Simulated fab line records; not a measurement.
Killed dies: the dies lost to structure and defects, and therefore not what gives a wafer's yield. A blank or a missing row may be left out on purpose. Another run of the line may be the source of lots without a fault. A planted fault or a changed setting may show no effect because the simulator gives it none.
Chamber matching ; flow nand harc ; 4 sister chambers for NHARC_A_CONTACT_ALD_18 on ald metal-03
The step deposits TiN, target thk 3 nm, pulse time 1 s, ald cycles 150. 4 wafers are shown with their chamber, then 9 later ones without.

== WAFERS PAIRED WITH THEIR CHAMBERS ==
wafer;chamber;heater power w (W)
L080.1;2;917
L086.1;3;1034
L086.5;0;1049
L086.6;1;1148

== WAFERS WHOSE CHAMBER IS MISSING ==
wafer;heater power w (W)
L091.1;922
L091.3;1023
L091.4;1157
L093.4;1054
L093.5;1015
L093.6;1049
L096.3;887
L096.5;1122
L096.6;979

== THE CHAMBER EACH PASSED THROUGH ==
wafer;from the rows above;in truth
L091.1;2;2
L091.3;can't be placed: 3 or 0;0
L091.4;1;1
L093.4;can't be placed: 0 or 3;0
L093.5;can't be placed: 3 or 0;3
L093.6;can't be placed: 0 or 3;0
L096.3;2;2
L096.5;can't be placed: 1 or 0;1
L096.6;can't be placed: 3 or 2 or 0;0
3 of 9 placed correctly. Cannot be placed on the basis of these rows: 6; the candidates contain the true chamber in 6. Placed wrongly: 0.
How it was worked out, from the rows above alone: a wafer's distance from a chamber is the root of the sum, over the readings, of the square of ((its reading less the chamber's mean) divided by the reading's scatter). If the next closest chamber is less than 2 further off than the closest, the wafer can't be placed; otherwise it belongs to the closest. For every chamber, the mean is computed from those of its wafers that are shown. The scatter: with one shown wafer a chamber, the root of the mean of the squares of how far each hidden wafer lies from its nearest shown one.
